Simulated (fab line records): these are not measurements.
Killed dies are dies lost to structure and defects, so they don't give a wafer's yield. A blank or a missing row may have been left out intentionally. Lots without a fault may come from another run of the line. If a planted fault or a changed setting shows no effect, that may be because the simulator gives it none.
The tool behind it: which one? :: flow nand harc :: 13 lots, 37 wafers sampled, at 6 steps of a route of 1302

== WHAT THE GAUGES READ, wafer by wafer ==
NHARC_A_ONON_D2_THK_MEAS_05: measures by ellipsometry. Usual: thk nm reads 1000 nm (standard deviation 7.3).
lot: L675
measured: day 13 01:00
on: film metro-02
thk nm (nm): 1003 1003 1002
flag: 

lot: L677
measured: day 13 06:53
on: film metro-01
thk nm (nm): 1007 1007 1006
flag: 

lot: L680
measured: day 14 04:31
on: film metro-01
thk nm (nm): 1005 1006 1003
flag: 

lot: L683
measured: day 15 04:25
on: film metro-02
thk nm (nm): 1005 1005 1008
flag: 

lot: L682
measured: day 15 04:14
on: film metro-02
thk nm (nm): 989 989 986
flag: 

lot: L684
measured: day 16 14:11
on: film metro-01
thk nm (nm): 990 989 989
flag: 

lot: L687
measured: day 17 05:21
on: film metro-01
thk nm (nm): 994 993 993
flag: 

lot: L692
measured: day 20 00:26
on: film metro-02
thk nm (nm): 1002 1004
flag: 

lot: L693
measured: day 19 22:49
on: film metro-01
thk nm (nm): 995 996 995
flag: 

lot: L694
measured: day 20 11:02
on: film metro-02
thk nm (nm): 994 995
flag: 

lot: L695
measured: day 21 06:44
on: film metro-01
thk nm (nm): 996 995 997
flag: 

lot: L697
measured: day 21 06:44
on: film metro-02
thk nm (nm): 997 997 999
flag: 

lot: L698
measured: day 22 02:16
on: film metro-02
thk nm (nm): 998 1000 998
flag: 

NHARC_A_ONON_D2_THK_MEAS_08: measures by ellipsometry. Usual: thk nm reads 998 nm (standard deviation 6.8).
lot: L675
measured: day 13 01:34
on: film metro-02
thk nm (nm): 1004 1004 1004
flag: 

lot: L677
measured: day 13 07:28
on: film metro-01
thk nm (nm): 998 997 997
flag: 

lot: L680
measured: day 14 05:04
on: film metro-01
thk nm (nm): 1003 1004 1004
flag: 

lot: L683
measured: day 15 04:59
on: film metro-01
thk nm (nm): 999 999 999
flag: 

lot: L682
measured: day 15 04:48
on: film metro-01
thk nm (nm): 1003 1005 1003
flag: 

lot: L684
measured: day 16 14:45
on: film metro-01
thk nm (nm): 1005 1003 1005
flag: 

lot: L687
measured: day 17 05:56
on: film metro-02
thk nm (nm): 984 987 984
flag: 

lot: L692
measured: day 20 01:00
on: film metro-02
thk nm (nm): 1574 1007
flag: OFF

lot: L693
measured: day 19 23:24
on: film metro-02
thk nm (nm): 1000 999 999
flag: 

lot: L694
measured: day 20 11:37
on: film metro-02
thk nm (nm): 1559 989
flag: OFF

lot: L695
measured: day 21 07:18
on: film metro-01
thk nm (nm): 1576 1007 1008
flag: OFF

lot: L697
measured: day 21 07:18
on: film metro-02
thk nm (nm): 995 992 994
flag: 

lot: L698
measured: day 22 02:50
on: film metro-02
thk nm (nm): 1007 1009 1007
flag: 

NHARC_END_SORT_01. Usual: killed at array 61, standard deviation 24; killed at other 1.2, standard deviation 1.3; killed at periphery 3.7, standard deviation 2.6; killed dies 66, standard deviation 23; killed open 3.3, standard deviation 1.8; killed short 2.4, standard deviation 1.6.
lot: L683
measured: day 26 22:04
on: prober-01
killed at array: 117 107 106
killed at other: 0 1 0
killed at periphery: 8 7 6
killed dies: 125 115 112
killed open: 2 3 3
killed short: 6 5 6
flag: 

lot: L692
measured: day 32 18:16
on: prober-01
killed at array: 674 61
killed at other: 0 0
killed at periphery: 3 5
killed dies: 677 66
killed open: 4 4
killed short: 5 1
flag: OFF

lot: L694
measured: day 33 09:56
on: prober-01
killed at array: 666 22
killed at other: 2 3
killed at periphery: 9 14
killed dies: 677 39
killed open: 4 4
killed short: 1 3
flag: OFF

lot: L695
measured: day 33 04:23
on: prober-02
killed at array: 674 80 83
killed at other: 0 2 2
killed at periphery: 3 2 3
killed dies: 677 84 88
killed open: 3 4 1
killed short: 1 0 2
flag: OFF

== WHICH TOOL RAN EACH LOT (tool, then ch and the chambers of the sampled wafers, then the start) ==
lot: L675
NHARC_A_CHANNEL_FILL_D1_ETCHBACK_08: rie diel-05 ch 3, day 12 01:42 or earlier
NHARC_A_DECK1_JOINT_ETCHBACK_00: rie si-06 ch 0,1,2, day 12 01:42
NHARC_A_ONON_D2_DEP_06: pecvd onon-01 ch 0, day 13 01:04

lot: L677
NHARC_A_CHANNEL_FILL_D1_ETCHBACK_08: rie diel-07 ch 0,1,3, day 12 09:13 or earlier
NHARC_A_DECK1_JOINT_ETCHBACK_00: rie si-04 ch 0,3, day 12 09:13
NHARC_A_ONON_D2_DEP_06: pecvd onon-04 ch 0, day 13 07:01

lot: L680
NHARC_A_CHANNEL_FILL_D1_ETCHBACK_08: rie diel-09 ch 0,1,2, day 13 02:53 or earlier
NHARC_A_DECK1_JOINT_ETCHBACK_00: rie si-04 ch 0,2,3, day 13 02:53
NHARC_A_ONON_D2_DEP_06: pecvd onon-02 ch 0, day 14 04:34

lot: L683
NHARC_A_CHANNEL_FILL_D1_ETCHBACK_08: rie diel-09 ch 0,2,3, day 14 05:23 or earlier
NHARC_A_DECK1_JOINT_ETCHBACK_00: rie si-01 ch 0,1,3, day 14 05:23
NHARC_A_ONON_D2_DEP_06: pecvd onon-04 ch 0, day 15 04:28

lot: L682
NHARC_A_CHANNEL_FILL_D1_ETCHBACK_08: rie diel-05 ch 1,2,3, day 14 05:22 or earlier
NHARC_A_DECK1_JOINT_ETCHBACK_00: rie si-04 ch 0,2, day 14 05:22
NHARC_A_ONON_D2_DEP_06: pecvd onon-02 ch 0, day 15 04:21

lot: L684
NHARC_A_CHANNEL_FILL_D1_ETCHBACK_08: rie diel-05 ch 0,1,2, day 15 14:32 or earlier
NHARC_A_DECK1_JOINT_ETCHBACK_00: rie si-06 ch 1,3, day 15 14:32
NHARC_A_ONON_D2_DEP_06: pecvd onon-04 ch 0, day 16 14:18

lot: L687
NHARC_A_CHANNEL_FILL_D1_ETCHBACK_08: rie diel-07 ch 1,2,3, day 16 03:36 or earlier
NHARC_A_DECK1_JOINT_ETCHBACK_00: rie si-01 ch 0,1,3, day 16 03:36
NHARC_A_ONON_D2_DEP_06: pecvd onon-04 ch 0, day 17 05:25

lot: L692
NHARC_A_CHANNEL_FILL_D1_ETCHBACK_08: rie diel-09 ch 2,3, day 18 17:13 or earlier
NHARC_A_DECK1_JOINT_ETCHBACK_00: rie si-01 ch 2,3, day 18 17:13
NHARC_A_ONON_D2_DEP_06: pecvd onon-04 ch 0, day 20 00:33

lot: L693
NHARC_A_CHANNEL_FILL_D1_ETCHBACK_08: rie diel-09 ch 1,2, day 19 00:26 or earlier
NHARC_A_DECK1_JOINT_ETCHBACK_00: rie si-01 ch 2,3, day 19 00:26
NHARC_A_ONON_D2_DEP_06: pecvd onon-04 ch 0, day 19 23:04

lot: L694
NHARC_A_CHANNEL_FILL_D1_ETCHBACK_08: rie diel-07 ch 1,3, day 19 06:44 or earlier
NHARC_A_DECK1_JOINT_ETCHBACK_00: rie si-04 ch 1,3, day 19 06:44
NHARC_A_ONON_D2_DEP_06: pecvd onon-04 ch 0, day 20 11:10

lot: L695
NHARC_A_CHANNEL_FILL_D1_ETCHBACK_08: rie diel-05 ch 0,1,3, day 20 09:07 or earlier
NHARC_A_DECK1_JOINT_ETCHBACK_00: rie si-04 ch 0,1,3, day 20 09:07
NHARC_A_ONON_D2_DEP_06: pecvd onon-04 ch 0, day 21 06:48

lot: L697
NHARC_A_CHANNEL_FILL_D1_ETCHBACK_08: rie diel-07 ch 0,1,3, day 20 09:07 or earlier
NHARC_A_DECK1_JOINT_ETCHBACK_00: rie si-01 ch 0,1,2, day 20 09:07
NHARC_A_ONON_D2_DEP_06: pecvd onon-01 ch 0, day 21 06:50

lot: L698
NHARC_A_CHANNEL_FILL_D1_ETCHBACK_08: rie diel-05 ch 1,3, day 20 22:16 or earlier
NHARC_A_DECK1_JOINT_ETCHBACK_00: rie si-06 ch 2,3, day 20 22:16
NHARC_A_ONON_D2_DEP_06: pecvd onon-02 ch 0, day 22 02:19
- NHARC_A_CHANNEL_FILL_D1_ETCHBACK_08: etches the open film in C4F8, target depth 220 nm, time 110 s.
- NHARC_A_DECK1_JOINT_ETCHBACK_00: etches the open film in HBr, target depth 30 nm, time 17.4 s.
- NHARC_A_ONON_D2_DEP_06: target thk 1000 nm.

== AS READ BY THE TOOLS THEMSELVES (means over the sampled wafers that have a number; for cases with no such wafer, the mark the record gives instead) ==
NHARC_A_CHANNEL_FILL_D1_ETCHBACK_08. Usual: oes product au 0.95 a.u., standard deviation 0.033; rf vpp V 440.3 V, standard deviation 2.6.
lot: L675
tool: rie diel-05
oes product au (a.u.): 1.00
rf vpp V (V): 442.9
flag: 

lot: L677
tool: rie diel-07
oes product au (a.u.): 0.92
rf vpp V (V): 438.1
flag: 

lot: L680
tool: rie diel-09
oes product au (a.u.): 0.92
rf vpp V (V): 439.0
flag: 

lot: L683
tool: rie diel-09
oes product au (a.u.): 0.92
rf vpp V (V): 441.0
flag: 

lot: L682
tool: rie diel-05
oes product au (a.u.): 0.92
rf vpp V (V): 440.5
flag: 

lot: L684
tool: rie diel-05
oes product au (a.u.): 0.92
rf vpp V (V): 440.6
flag: 

lot: L687
tool: rie diel-07
oes product au (a.u.): 0.99
rf vpp V (V): 440.3
flag: 

lot: L692
tool: rie diel-09
oes product au (a.u.): 0.97
rf vpp V (V): 442.0
flag: 

lot: L693
tool: rie diel-09
oes product au (a.u.): 0.99
rf vpp V (V): 436.7
flag: 

lot: L694
tool: rie diel-07
oes product au (a.u.): 1.00
rf vpp V (V): 437.4
flag: 

lot: L695
tool: rie diel-05
oes product au (a.u.): 0.97
rf vpp V (V): 441.0
flag: 

lot: L697
tool: rie diel-07
oes product au (a.u.): 0.92
rf vpp V (V): 438.8
flag: 

lot: L698
tool: rie diel-05
oes product au (a.u.): 0.99
rf vpp V (V): 442.9
flag: 

NHARC_A_DECK1_JOINT_ETCHBACK_00. Usual: drypump motor current A 5.6 A, standard deviation 0.35; oes product au 1.000 a.u., standard deviation 0.012; throttle valve pct 23.265 %, standard deviation 0.0087.
lot: L675
tool: rie si-06
drypump motor current A (A): 5.6
oes product au (a.u.): 1.002
throttle valve pct (%): 23.277
flag: 

lot: L677
tool: rie si-04
drypump motor current A (A): 5.8
oes product au (a.u.): 0.996
throttle valve pct (%): 23.265
flag: 

lot: L680
tool: rie si-04
drypump motor current A (A): 5.8
oes product au (a.u.): 0.999
throttle valve pct (%): 23.259
flag: 

lot: L683
tool: rie si-01
drypump motor current A (A): 5.8
oes product au (a.u.): 1.006
throttle valve pct (%): 23.272
flag: 

lot: L682
tool: rie si-04
drypump motor current A (A): 5.8
oes product au (a.u.): 1.005
throttle valve pct (%): 23.261
flag: 

lot: L684
tool: rie si-06
drypump motor current A (A): 5.5
oes product au (a.u.): 0.999
throttle valve pct (%): 23.278
flag: 

lot: L687
tool: rie si-01
drypump motor current A (A): 5.8
oes product au (a.u.): 1.007
throttle valve pct (%): 23.269
flag: 

lot: L692
tool: rie si-01
drypump motor current A (A): 5.2
oes product au (a.u.): 1.015
throttle valve pct (%): 23.261
flag: 

lot: L693
tool: rie si-01
drypump motor current A (A): 5.1
oes product au (a.u.): 1.007
throttle valve pct (%): 23.259
flag: 

lot: L694
tool: rie si-04
drypump motor current A (A): 5.8
oes product au (a.u.): 1.006
throttle valve pct (%): 23.256
flag: 

lot: L695
tool: rie si-04
drypump motor current A (A): 5.8
oes product au (a.u.): 0.995
throttle valve pct (%): 23.265
flag: 

lot: L697
tool: rie si-01
drypump motor current A (A): 5.5
oes product au (a.u.): 1.003
throttle valve pct (%): 23.269
flag: 

lot: L698
tool: rie si-06
drypump motor current A (A): 5.7
oes product au (a.u.): 0.995
throttle valve pct (%): 23.260
flag: 

== THE ANSWER, worked out from the rows above alone ==
Rule: lot off if the mean of its wafers having a number is beyond 3 standard deviations from the usual mean. A lot without any number at a reading at which 4 lots or more have one is off too. All remaining lots with rows at the step are treated as sound. The gauges are gone through in route order, then the tools' own readings, and for those a lot's mean is taken as printed above. At the first step where some lot is off, the reading lying furthest off is the one used; lots without a number count as furthest.
Off: L692, L694, L695, at NHARC_A_ONON_D2_THK_MEAS_08 (thk nm).
A tool fits if, at a process step before that reading, it ran every lot that is off, and no sound lot after the first of them. The gauges at NHARC_A_ONON_D2_THK_MEAS_08 aren't tried: what is off there is off at NHARC_END_SORT_01 too, on other tools, and a gauge's error can't cause that. NHARC_A_CHANNEL_FILL_D1_ETCHBACK_08 gives no start for some lots, so the hours and the order of its lots are those of NHARC_A_DECK1_JOINT_ETCHBACK_00. One fits: pecvd onon-04 at NHARC_A_ONON_D2_DEP_06. A fault onset in the window from L693 (day 19 23:04, its last sound lot) to L692 (day 20 00:33, its first lot off) fits.

== WHAT THE SIMULATOR HAD INSERTED ==
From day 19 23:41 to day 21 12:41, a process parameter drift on pecvd onon-04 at NHARC_A_ONON_D2_DEP_06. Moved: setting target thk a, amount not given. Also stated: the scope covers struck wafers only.
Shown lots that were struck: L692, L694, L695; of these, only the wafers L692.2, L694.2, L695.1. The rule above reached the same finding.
